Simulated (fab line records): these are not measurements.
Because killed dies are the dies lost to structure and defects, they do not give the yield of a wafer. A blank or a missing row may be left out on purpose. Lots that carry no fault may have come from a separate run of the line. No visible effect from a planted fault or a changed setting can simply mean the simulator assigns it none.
fab line records :: flow n5Finfet
record:
  lots: 5
  wafers: 13
  lastDay: 18
route steps=1938 shown BEOL_M13@1704 BEOL_M14@1716
lots that met no fault: taken from a fault-free run of the same line
startH: hours from the record's opening day to when the first of the lot's shown wafers began :: waitH: hours since the lot's step before :: " as in the row above :: L1.1+2: several wafers, shown together as one row :: - value missing, or start not given :: * or withheld: withheld :: < > ~ a bound
route shown NAME@n: names a module that has steps shown in the file, with the first one's number in the route :: usual: the fault-free wafers' mean and standard deviation :: same: alike in all rows :: chamber/n: place in a boat :: sites: each site's reading :: _std_site: how widely they spread, as a standard deviation :: _edge_site: the outer-site mean with the inner-site mean subtracted :: radiusMm: for every site, how far away it sits from the centre of the wafer :: mask NAME#n: copy n :: behind: tool/chamber where the wafer was last shaped :: hold: why the lot went on hold/how many hours it stayed there/how the hold came to an end :: device: the transistor (n, p or np) that didn't switch :: end of line: the same wafers' tests at the end of the route :: a step with no rows: only its recipe :: killed: at the first sort, the dies lost to defects and structure; wafer yield is something else :: map: per-die view of a wafer (x killed, . not killed, _ where there is no die)
set.NAME: setting as actually run; set.NAME@STEP: the setting as run at that earlier step :: model.NAME: the simulator's own value behind a step, which no gauge read
a table for each step, a row for each wafer; lots at some steps of the route
services: the hour from which a tool's chamber was out of use, counted from the record's first day as startH (under 0 if before that day), plus the number of hours and why
== steps ==
step: N5_BEOL_M13_PRE_CLEAN_42
recipe:
  gas: H2/He
  timeS: 30
  tempC: 250
step: N5_BEOL_M13_SPUTTER_43
recipe:
  material: TaN
  targetThkA: 150
  tempC: 50
  biasV: 168.6
  powerW: 15000
  chamberPressurePa: 0.12
  timeS: 24.19
step: N5_BEOL_M13_SPUTTER_44
recipe:
  material: Ta
  targetThkA: 100
  tempC: 50
  biasV: 80
  powerW: 15000
  chamberPressurePa: 0.07
  timeS: 16.13
step: N5_BEOL_M13_SPUTTER_45
recipe:
  material: Cu
  targetThkA: 800
  tempC: -20
  biasV: 60
  powerW: 26000
  chamberPressurePa: 0.13
  timeS: 13.33
step: N5_BEOL_M13_ECD_47
recipe:
  material: Cu
  targetThkA: 9360
step: N5_BEOL_M13_ANNEAL_48
recipe:
  tempC: 225
  timeS: 90
  ambient: N2
step: N5_BEOL_M13_CMP_49
recipe:
  stopOn: SiOC
  tOverpolishS: 17.1
  downForcePsi: 1
  platenRpm: 50
  clearingPlatenDownForcePsi: 1.5
  clearingPlatenRpm: 50
  postCmpClean: cuAlkaline
  targetThkNm: 420
  clearingPlatenPadVelocityMS: 0.99484
  padVelocityMS: 0.99484
step: N5_BEOL_M13_PRE_CLEAN_52
recipe:
  gas: NH3
  timeS: 15
  tempC: withheld
  rfPowerW: 300
step: N5_BEOL_M13_DEP_53
recipe:
  material: SiCN
  targetThkA: 500
  tempC: withheld
  precursor: 3MS/NH3
  pressureTorr: 3
  rfW: 675
  timeS: 17.8
step: N5_BEOL_M14_ILD_DEP_00
recipe:
  material: SiO2
  targetThkA: 11193
  tempC: 400
  precursor: TEOS/O2
  pressureTorr: 6.5
  rfW: 900
  teosFlowSccm: 161.4
  gas: O2
  flowSccm: 2650
  timeS: 237.4
usual:
  heaterPowerW: 530/83
  runLengthS: 280.6/0.57
  showerheadPlenumPTorr: 8.333/0.03
  susceptorTempC: 400.01/0.25
  throttleValvePct: 18.5/0.84
lot.wafer: L947.1
tool: pecvd-01
chamber: 0
startH: 252.67
waitH: 0.0
heaterPowerW: 600
runLengthS: 280.3
showerheadPlenumPTorr: 8.338
susceptorTempC: 399.97
throttleValvePct: 18.8
model.SiO2_of_BEOL_M14_ILD_DEP_00.thkNm: 1102

lot.wafer: L947.3
tool: pecvd-01
chamber: 0
startH: 252.67
waitH: 0.0
heaterPowerW: 448
runLengthS: 280.3
showerheadPlenumPTorr: 8.324
susceptorTempC: 399.89
throttleValvePct: 18.7
model.SiO2_of_BEOL_M14_ILD_DEP_00.thkNm: 1128

lot.wafer: L947.4
tool: pecvd-01
chamber: 2
startH: 252.67
waitH: 0.0
heaterPowerW: 495
runLengthS: 281.2
showerheadPlenumPTorr: 8.325
susceptorTempC: 399.95
throttleValvePct: 18.8
model.SiO2_of_BEOL_M14_ILD_DEP_00.thkNm: 1113

lot.wafer: L959.2
tool: pecvd-01
chamber: 1
startH: 333.70
waitH: 0.0
heaterPowerW: 471
runLengthS: 281.0
showerheadPlenumPTorr: 8.378
susceptorTempC: 399.90
throttleValvePct: 17.9
model.SiO2_of_BEOL_M14_ILD_DEP_00.thkNm: 1092

lot.wafer: L959.6
tool: pecvd-01
chamber: 1
startH: 333.70
waitH: 0.0
heaterPowerW: 523
runLengthS: 252.7
showerheadPlenumPTorr: 8.390
susceptorTempC: -
throttleValvePct: 17.6
model.SiO2_of_BEOL_M14_ILD_DEP_00.thkNm: 960.6

lot.wafer: L957.2
tool: pecvd-01
chamber: 0
startH: 334.91
waitH: 0.0
heaterPowerW: 451
runLengthS: 280.2
showerheadPlenumPTorr: 8.342
susceptorTempC: 400.38
throttleValvePct: 18.5
model.SiO2_of_BEOL_M14_ILD_DEP_00.thkNm: 1101

lot.wafer: L957.5
tool: pecvd-01
chamber: 1
startH: 334.91
waitH: 0.0
heaterPowerW: 530
runLengthS: 253.3
showerheadPlenumPTorr: 8.356
susceptorTempC: -
throttleValvePct: 17.8
model.SiO2_of_BEOL_M14_ILD_DEP_00.thkNm: 953.6

lot.wafer: L961.2
tool: pecvd-01
chamber: 2
startH: 357.53
waitH: 0.0
heaterPowerW: 663
runLengthS: 281.4
showerheadPlenumPTorr: 8.336
susceptorTempC: 400.02
throttleValvePct: 19.0
model.SiO2_of_BEOL_M14_ILD_DEP_00.thkNm: 1107

lot.wafer: L961.4
tool: pecvd-01
chamber: 2
startH: 357.53
waitH: 0.0
heaterPowerW: 516
runLengthS: 281.4
showerheadPlenumPTorr: 8.330
susceptorTempC: 399.93
throttleValvePct: 19.3
model.SiO2_of_BEOL_M14_ILD_DEP_00.thkNm: 1122

lot.wafer: L961.6
tool: pecvd-01
chamber: 0
startH: 357.53
waitH: 0.0
heaterPowerW: 540
runLengthS: 252.3
showerheadPlenumPTorr: 8.310
susceptorTempC: -
throttleValvePct: 18.8
model.SiO2_of_BEOL_M14_ILD_DEP_00.thkNm: 975.2

lot.wafer: L966.2
tool: pecvd-04
chamber: 0
startH: 390.01
waitH: 0.0
heaterPowerW: 640
runLengthS: 280.5
showerheadPlenumPTorr: 8.361
susceptorTempC: 400.08
throttleValvePct: 20.1
model.SiO2_of_BEOL_M14_ILD_DEP_00.thkNm: 1114

lot.wafer: L966.4
tool: pecvd-04
chamber: 0
startH: 390.01
waitH: 0.0
heaterPowerW: 499
runLengthS: 280.6
showerheadPlenumPTorr: 8.366
susceptorTempC: 399.73
throttleValvePct: 20.1
model.SiO2_of_BEOL_M14_ILD_DEP_00.thkNm: 1131

lot.wafer: L966.5
tool: pecvd-04
chamber: 1
startH: 390.01
waitH: 0.0
heaterPowerW: 486
runLengthS: 281.3
showerheadPlenumPTorr: 8.297
susceptorTempC: 400.53
throttleValvePct: 18.7
model.SiO2_of_BEOL_M14_ILD_DEP_00.thkNm: 1136
step: N5_BEOL_M14_THK_MEAS_01
recipe:
  reads: SiO2_of_BEOL_M14_ILD_DEP_00
usual:
  M14_ILD_THK: 1109/14
lot.wafer: L947.1
tool: filmMetro-01
chamber: -
startH: 252.94
waitH: 0.2
M14_ILD_THK[nm]: 1102

lot.wafer: L947.3
tool: filmMetro-01
chamber: -
startH: 252.94
waitH: 0.2
M14_ILD_THK[nm]: 1129

lot.wafer: L947.4
tool: filmMetro-01
chamber: -
startH: 252.94
waitH: 0.2
M14_ILD_THK[nm]: 1114

lot.wafer: L959.2
tool: filmMetro-01
chamber: -
startH: 333.89
waitH: 0.1
M14_ILD_THK[nm]: 1092

lot.wafer: L959.6
tool: filmMetro-01
chamber: -
startH: 333.89
waitH: 0.1
M14_ILD_THK[nm]: 961

lot.wafer: L957.2
tool: filmMetro-02
chamber: -
startH: 335.10
waitH: 0.1
M14_ILD_THK[nm]: 1101

lot.wafer: L957.5
tool: filmMetro-02
chamber: -
startH: 335.10
waitH: 0.1
M14_ILD_THK[nm]: 954

lot.wafer: L961.2
tool: filmMetro-01
chamber: -
startH: 357.72
waitH: 0.1
M14_ILD_THK[nm]: 1107

lot.wafer: L961.4
tool: filmMetro-01
chamber: -
startH: 357.72
waitH: 0.1
M14_ILD_THK[nm]: 1122

lot.wafer: L961.6
tool: filmMetro-01
chamber: -
startH: 357.72
waitH: 0.1
M14_ILD_THK[nm]: 975

lot.wafer: L966.2
tool: filmMetro-02
chamber: -
startH: 390.20
waitH: 0.1
M14_ILD_THK[nm]: 1114

lot.wafer: L966.4
tool: filmMetro-02
chamber: -
startH: 390.20
waitH: 0.1
M14_ILD_THK[nm]: 1130

lot.wafer: L966.5
tool: filmMetro-02
chamber: -
startH: 390.20
waitH: 0.1
M14_ILD_THK[nm]: 1136
step: N5_BEOL_M14_COAT_58
recipe:
  resist: BARC
  tempC: 205
  timeS: 60
  spinRpm: 1500
  resistThkNm: 89
step: N5_BEOL_M14_COAT_04
recipe:
  spinRpm: 1704
  resistThkNm: 800
step: N5_BEOL_M14_EBR_06
recipe:
  solvent: PGMEA
  ebrWidthMm: 1.5
step: N5_BEOL_M14_SOFTBAKE_05
recipe:
  tempC: 130
  timeS: 60
step: N5_BEOL_M14_EXPOSE_07
recipe:
  maskId: V13
  na: 0.8
  sourceShape: annular
  sigmaInner: 0.5
  sigmaOuter: 0.8
  polarization: unpolarized
  attpsmPhaseDeg: 180
  doseMj: 57
step: N5_BEOL_M14_PEB_08
recipe:
  pebTempC: 130
  pebTimeS: 90
step: N5_BEOL_M14_DEVELOP_09
recipe:
  developTimeS: 45
  rinseLiquid: diw
  dry: airSpin
  devTempC: 21
step: N5_BEOL_M14_HARDBAKE_14
recipe:
  tempC: 130
  timeS: 120
step: N5_BEOL_M14_DESCUM_15
recipe:
  chemistry: O2
  timeS: 7.9
  sourcePowerW: 50
  biasPowerW: 20
  pressureMtorr: 20
  rfFrequencyHz: 2.712e+07
  tempC: 40
  o2FlowSccm: 225
step: N5_BEOL_M14_ETCH_59
recipe:
  chemistry: N2/H2
  target: BARC
  targetDepthA: 890
  overetchA: 267
  timeS: 67.9
  ionEnergyEv: 200
  pressureMtorr: 30
  sourceW: 840
  biasW: 150
  n2FlowSccm: 200
  h2FlowSccm: 200
step: N5_BEOL_M14_VIA_ETCH_16
recipe:
  chemistry: C4F8/O2/Ar
  target: SiO2
  heInnerTorr: 15
  heOuterTorr: 30
  targetDepthA: 12313
  timeS: withheld
  ionEnergyEv: 800
  pressureMtorr: 20
  sourceW: 1905
  biasW: 2040
  Ar_flow_sccm: 400
  C4F8_flow_sccm: 16
  O2_flow_sccm: 12
  ends: cleared
usual:
  C4F8_flow_sccm: 16.01/0.051
  O2_flow_sccm: 12.00/0.033
  biasW: 2040/6
  drypumpMotorCurrentA: 5.8/0.43
  heInnerTorr: 15.01/0.036
  oesProductAu: 0.74/0.057
  rfVppV: 2225/40
  showerheadPlenumPTorr: 3.45/0.11
  throttleValvePct: 30.73/0.18
lot.wafer: L947.1
tool: rieDiel-02
chamber: 3
startH: 253.55
waitH: 0.0
C4F8_flow_sccm: 16.03
O2_flow_sccm: 11.98
biasW: 2047
drypumpMotorCurrentA: 5.7
heInnerTorr: 15.02
oesProductAu: 0.78
rfVppV: 2290
showerheadPlenumPTorr: 3.49
throttleValvePct: 30.56
model.etch.depthNm: 1102
model.coat_of_BEOL_M14_COAT_04.thkNm: 462.8

lot.wafer: L947.3
tool: rieDiel-02
chamber: 1
startH: 253.55
waitH: 0.0
C4F8_flow_sccm: 16.01
O2_flow_sccm: 12.03
biasW: 2034
drypumpMotorCurrentA: 5.3
heInnerTorr: 15.05
oesProductAu: 0.75
rfVppV: 2219
showerheadPlenumPTorr: 3.46
throttleValvePct: 30.60
model.etch.depthNm: 1128
model.coat_of_BEOL_M14_COAT_04.thkNm: 450.2

lot.wafer: L947.4
tool: rieDiel-02
chamber: 2
startH: 253.55
waitH: 0.0
C4F8_flow_sccm: 15.91
O2_flow_sccm: 12.06
biasW: 2040
drypumpMotorCurrentA: 6.2
heInnerTorr: 15.04
oesProductAu: 0.71
rfVppV: 2167
showerheadPlenumPTorr: 3.57
throttleValvePct: 30.48
model.etch.depthNm: 1113
model.coat_of_BEOL_M14_COAT_04.thkNm: 457.8

lot.wafer: L959.2
tool: rieDiel-05
chamber: 2
startH: 334.61
waitH: 0.0
C4F8_flow_sccm: 15.93
O2_flow_sccm: 11.99
biasW: 2036
drypumpMotorCurrentA: 6.6
heInnerTorr: 15.03
oesProductAu: 0.81
rfVppV: 2191
showerheadPlenumPTorr: 3.52
throttleValvePct: 30.99
model.etch.depthNm: 1092
model.coat_of_BEOL_M14_COAT_04.thkNm: 462

lot.wafer: L959.6
tool: rieDiel-05
chamber: 2
startH: 334.61
waitH: 0.0
C4F8_flow_sccm: 15.94
O2_flow_sccm: 12.00
biasW: 2032
drypumpMotorCurrentA: 6.6
heInnerTorr: 15.06
oesProductAu: 0.81
rfVppV: 2192
showerheadPlenumPTorr: 3.52
throttleValvePct: 31.01
model.etch.depthNm: 960.6
model.coat_of_BEOL_M14_COAT_04.thkNm: 493.2

lot.wafer: L957.2
tool: rieDiel-05
chamber: 1
startH: 335.71
waitH: 0.0
C4F8_flow_sccm: 15.97
O2_flow_sccm: 11.98
biasW: 2032
drypumpMotorCurrentA: 5.6
heInnerTorr: 15.03
oesProductAu: 0.72
rfVppV: 2218
showerheadPlenumPTorr: 3.32
throttleValvePct: 30.94
model.etch.depthNm: 1101
model.coat_of_BEOL_M14_COAT_04.thkNm: 458

lot.wafer: L957.5
tool: rieDiel-05
chamber: 0
startH: 335.71
waitH: 0.0
C4F8_flow_sccm: 16.02
O2_flow_sccm: 12.06
biasW: 2046
drypumpMotorCurrentA: 5.8
heInnerTorr: 15.01
oesProductAu: 0.75
rfVppV: 2201
showerheadPlenumPTorr: 3.32
throttleValvePct: 30.75
model.etch.depthNm: 953.7
model.coat_of_BEOL_M14_COAT_04.thkNm: 494.4

lot.wafer: L961.2
tool: rieDiel-04
chamber: 1
startH: 358.20
waitH: 0.0
C4F8_flow_sccm: 16.03
O2_flow_sccm: 11.96
biasW: 2040
drypumpMotorCurrentA: 5.4
heInnerTorr: 14.98
oesProductAu: 0.73
rfVppV: 2247
showerheadPlenumPTorr: 3.45
throttleValvePct: 30.68
model.etch.depthNm: 1107
model.coat_of_BEOL_M14_COAT_04.thkNm: 458.4

lot.wafer: L961.4
tool: rieDiel-04
chamber: 2
startH: 358.20
waitH: 0.0
C4F8_flow_sccm: 15.99
O2_flow_sccm: 12.03
biasW: 2034
drypumpMotorCurrentA: 5.8
heInnerTorr: 14.92
oesProductAu: 0.82
rfVppV: 2226
showerheadPlenumPTorr: 3.35
throttleValvePct: 30.81
model.etch.depthNm: 1122
model.coat_of_BEOL_M14_COAT_04.thkNm: 451.4

lot.wafer: L961.6
tool: rieDiel-04
chamber: 0
startH: 358.20
waitH: 0.0
C4F8_flow_sccm: 15.98
O2_flow_sccm: 11.96
biasW: 2040
drypumpMotorCurrentA: 5.2
heInnerTorr: 15.02
oesProductAu: 0.75
rfVppV: 2282
showerheadPlenumPTorr: 3.34
throttleValvePct: 30.32
model.etch.depthNm: 975.1
model.coat_of_BEOL_M14_COAT_04.thkNm: 491.6

lot.wafer: L966.2
tool: rieDiel-05
chamber: 1
startH: 390.80
waitH: 0.0
C4F8_flow_sccm: 16.03
O2_flow_sccm: 11.91
biasW: 2045
drypumpMotorCurrentA: 5.6
heInnerTorr: 15.05
oesProductAu: 0.71
rfVppV: 2216
showerheadPlenumPTorr: 3.31
throttleValvePct: 30.95
model.etch.depthNm: 1114
model.coat_of_BEOL_M14_COAT_04.thkNm: 456.8

lot.wafer: L966.4
tool: rieDiel-05
chamber: 2
startH: 390.80
waitH: 0.0
C4F8_flow_sccm: 16.04
O2_flow_sccm: 12.02
biasW: 2030
drypumpMotorCurrentA: 6.5
heInnerTorr: 14.95
oesProductAu: 0.79
rfVppV: 2191
showerheadPlenumPTorr: 3.51
throttleValvePct: 31.01
model.etch.depthNm: 1131
model.coat_of_BEOL_M14_COAT_04.thkNm: 453.2

lot.wafer: L966.5
tool: rieDiel-05
chamber: 1
startH: 390.80
waitH: 0.0
C4F8_flow_sccm: 16.01
O2_flow_sccm: 12.00
biasW: 2039
drypumpMotorCurrentA: 5.6
heInnerTorr: 15.08
oesProductAu: 0.71
rfVppV: 2214
showerheadPlenumPTorr: 3.31
throttleValvePct: 30.96
model.etch.depthNm: 1136
model.coat_of_BEOL_M14_COAT_04.thkNm: 451
step: N5_BEOL_M14_STRIP_63
recipe:
  chemistry: O2
  powerW: 600
  tempC: 60
  pressureMtorr: 30
  rfFrequencyHz: 6e+07
  biasPowerW: 0
  overashFraction: 0.3
  o2FlowSccm: 225
step: N5_BEOL_M14_STRIP_64
recipe:
  chemistry: O2
  powerW: 600
  tempC: 60
  pressureMtorr: 30
  rfFrequencyHz: 6e+07
  biasPowerW: 0
  overashFraction: 0.3
  o2FlowSccm: 225
step: N5_BEOL_M14_STRIP_71
recipe:
  chemistry: postEtchResidueRemover
  timeS: 60
  tempC: 25
  removerPh: withheld
  removerWaterWtPct: withheld
  removerFluorideWtPct: withheld
step: N5_BEOL_M14_SRD_72
recipe:
  timeS: 30
  tempC: 23
  rinseLiquid: diw
  dry: n2Spin
  spinRpm: 1500
  dryTimeS: 30
step: N5_BEOL_M14_COAT_65
recipe:
  resist: SOC
  tempC: 250
  timeS: 60
  spinRpm: 1500
  resistThkNm: 450
step: N5_BEOL_M14_COAT_66
recipe:
  resist: SiARC
  tempC: 220
  timeS: 60
  spinRpm: 1500
  resistThkNm: 110
step: N5_BEOL_M14_COAT_22
recipe:
  spinRpm: 2888
  resistThkNm: 300
step: N5_BEOL_M14_EBR_24
recipe:
  solvent: PGMEA
  ebrWidthMm: 1.5
step: N5_BEOL_M14_SOFTBAKE_23
recipe:
  tempC: 130
  timeS: 60
step: N5_BEOL_M14_EXPOSE_25
recipe:
  maskId: M14
  na: 0.8
  sourceShape: annular
  sigmaInner: 0.5
  sigmaOuter: 0.8
  polarization: unpolarized
  targetCdNm: 280
  doseMj: 26.6
step: N5_BEOL_M14_PEB_26
recipe:
  pebTempC: 130
  pebTimeS: 90
step: N5_BEOL_M14_DEVELOP_27
recipe:
  developTimeS: 45
  rinseLiquid: diw
  dry: airSpin
  devTempC: 21
step: N5_BEOL_M14_HARDBAKE_32
recipe:
  tempC: 130
  timeS: 120
step: N5_BEOL_M14_CMP_49
recipe:
  stopOn: SiO2
  tOverpolishS: 5.2
  downForcePsi: 2
  platenRpm: 80
  clearingPlatenDownForcePsi: 2
  clearingPlatenRpm: 80
  postCmpClean: cuAlkaline
  targetThkNm: 560
  clearingPlatenPadVelocityMS: 1.5917
  padVelocityMS: 1.5917
usual:
  motorCurrentA: 7.9/0.64
  platenRpm: 79.99/0.052
lot.wafer: L947.4
tool: cmp-03
chamber: 0
startH: 260.30
waitH: 0.2
motorCurrentA: 8.2
platenRpm: 80.02
model.SiO2_of_BEOL_M14_ILD_DEP_00.thkNm: 1032

lot.wafer: L947.1
tool: cmp-03
chamber: 1
startH: 260.30
waitH: 0.2
motorCurrentA: 7.1
platenRpm: 79.98
model.SiO2_of_BEOL_M14_ILD_DEP_00.thkNm: 1022

lot.wafer: L947.3
tool: cmp-03
chamber: 2
startH: 260.30
waitH: 0.2
motorCurrentA: 9.9
platenRpm: 79.99
model.SiO2_of_BEOL_M14_ILD_DEP_00.thkNm: 1051

lot.wafer: L959.2
tool: cmp-04
chamber: 1
startH: 340.71
waitH: 0.3
motorCurrentA: 8.2
platenRpm: 79.95
model.SiO2_of_BEOL_M14_ILD_DEP_00.thkNm: 1013

lot.wafer: L959.6
tool: cmp-04
chamber: 0
startH: 340.71
waitH: 0.3
motorCurrentA: 7.4
platenRpm: 79.92
model.SiO2_of_BEOL_M14_ILD_DEP_00.thkNm: 879.8

lot.wafer: L957.2
tool: cmp-03
chamber: 2
startH: 341.33
waitH: 0.3
motorCurrentA: 9.1
platenRpm: 80.05
model.SiO2_of_BEOL_M14_ILD_DEP_00.thkNm: 1023

lot.wafer: L957.5
tool: cmp-03
chamber: 0
startH: 341.33
waitH: 0.3
motorCurrentA: 8.4
platenRpm: 80.02
model.SiO2_of_BEOL_M14_ILD_DEP_00.thkNm: 875

lot.wafer: L961.4
tool: cmp-04
chamber: 1
startH: 364.25
waitH: 0.2
motorCurrentA: 8.6
platenRpm: 79.97
model.SiO2_of_BEOL_M14_ILD_DEP_00.thkNm: 1043

lot.wafer: L961.2
tool: cmp-04
chamber: 2
startH: 364.25
waitH: 0.2
motorCurrentA: 8.0
platenRpm: 80.04
model.SiO2_of_BEOL_M14_ILD_DEP_00.thkNm: 1027

lot.wafer: L961.6
tool: cmp-04
chamber: 0
startH: 364.25
waitH: 0.2
motorCurrentA: 7.5
platenRpm: 79.98
model.SiO2_of_BEOL_M14_ILD_DEP_00.thkNm: 895

lot.wafer: L966.2
tool: cmp-02
chamber: 1
startH: 394.31
waitH: 0.2
motorCurrentA: 7.1
platenRpm: 79.93
model.SiO2_of_BEOL_M14_ILD_DEP_00.thkNm: 1034

lot.wafer: L966.4
tool: cmp-02
chamber: 2
startH: 394.31
waitH: 0.2
motorCurrentA: 7.9
platenRpm: 79.93
model.SiO2_of_BEOL_M14_ILD_DEP_00.thkNm: 1053

lot.wafer: L966.5
tool: cmp-02
chamber: 0
startH: 394.31
waitH: 0.2
motorCurrentA: 7.9
platenRpm: 80.04
model.SiO2_of_BEOL_M14_ILD_DEP_00.thkNm: 1058
== services ==
tool: cmp-03
chamber: -
startH: 229.65
hours: 4.0
kind: pm

tool: cmp-02
chamber: -
startH: 231.85
hours: 0.3
kind: repair

tool: pecvd-04
chamber: 2
startH: 233.59
hours: 5.8
kind: repair

tool: pecvd-01
chamber: 1
startH: 243.29
hours: 17.6
kind: repair

tool: pecvd-01
chamber: -
startH: 245.94
hours: 0.7
kind: repair

tool: cmp-04
chamber: -
startH: 251.10
hours: 1.2
kind: repair

tool: cmp-04
chamber: -
startH: 254.99
hours: 2.5
kind: repair

tool: pecvd-04
chamber: -
startH: 265.39
hours: 0.2
kind: repair

tool: cmp-02
chamber: -
startH: 265.59
hours: 3.7
kind: pm

tool: pecvd-01
chamber: -
startH: 268.67
hours: 0.6
kind: repair

tool: pecvd-04
chamber: -
startH: 284.97
hours: 2.8
kind: pm

tool: rieDiel-04
chamber: 3
startH: 302.35
hours: 11.0
kind: repair

tool: cmp-03
chamber: -
startH: 310.97
hours: 5.6
kind: repair

tool: rieDiel-05
chamber: -
startH: 312.36
hours: 2.8
kind: pm

tool: cmp-04
chamber: -
startH: 317.84
hours: 4.0
kind: pm

tool: cmp-03
chamber: -
startH: 336.76
hours: 1.6
kind: repair

tool: rieDiel-04
chamber: -
startH: 337.78
hours: 6.8
kind: repair

tool: cmp-02
chamber: -
startH: 342.95
hours: 1.5
kind: repair

tool: rieDiel-02
chamber: -
startH: 344.64
hours: 0.3
kind: repair

tool: rieDiel-05
chamber: 3
startH: 351.58
hours: 8.8
kind: repair

tool: rieDiel-05
chamber: 2
startH: 364.74
hours: 10.6
kind: repair

tool: cmp-03
chamber: -
startH: 365.78
hours: 4.1
kind: pm

tool: cmp-03
chamber: -
startH: 371.77
hours: 0.7
kind: repair

tool: cmp-03
chamber: -
startH: 375.38
hours: 18.0
kind: repair
== key ==
firstSign:
  step: N5_BEOL_M14_ILD_DEP_00
  reading: runLengthS
  direction: down
  sigmas: 48
  usual: *
  struck: *
effect:
  step: N5_BEOL_M14_THK_MEAS_01
  reading: M14_ILD_THK
  direction: down
  sigmas: 10
  usual: 1109
  struck: 963
modelEffect:
  step: N5_BEOL_M14_ILD_DEP_00
  value: SiO2_of_BEOL_M14_ILD_DEP_00.thkNm
  without: 1094
  struck: 963.1
modelEffect:
  step: N5_BEOL_M14_VIA_ETCH_16
  value: etch.depthNm
  without: 1094
  struck: 963.1
modelEffect:
  step: N5_BEOL_M14_CMP_49
  value: SiO2_of_BEOL_M14_ILD_DEP_00.thkNm
  without: 1014
  struck: 883.3
metAt N5_BEOL_M14_ILD_DEP_00
struckWafers L957.5,L959.6,L961.6
onsetBetween 252.67 333.70
fault:
  kind: processParameterDrift
  tool: pecvd-01
  chamber: -
  onsetH: 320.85
  steps: N5_BEOL_M14_ILD_DEP_00
  channel: timeS
  offset: *
  shape: step
  endH: 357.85
  scope: struckWafersOnly
  actsIn: *
  stated: *
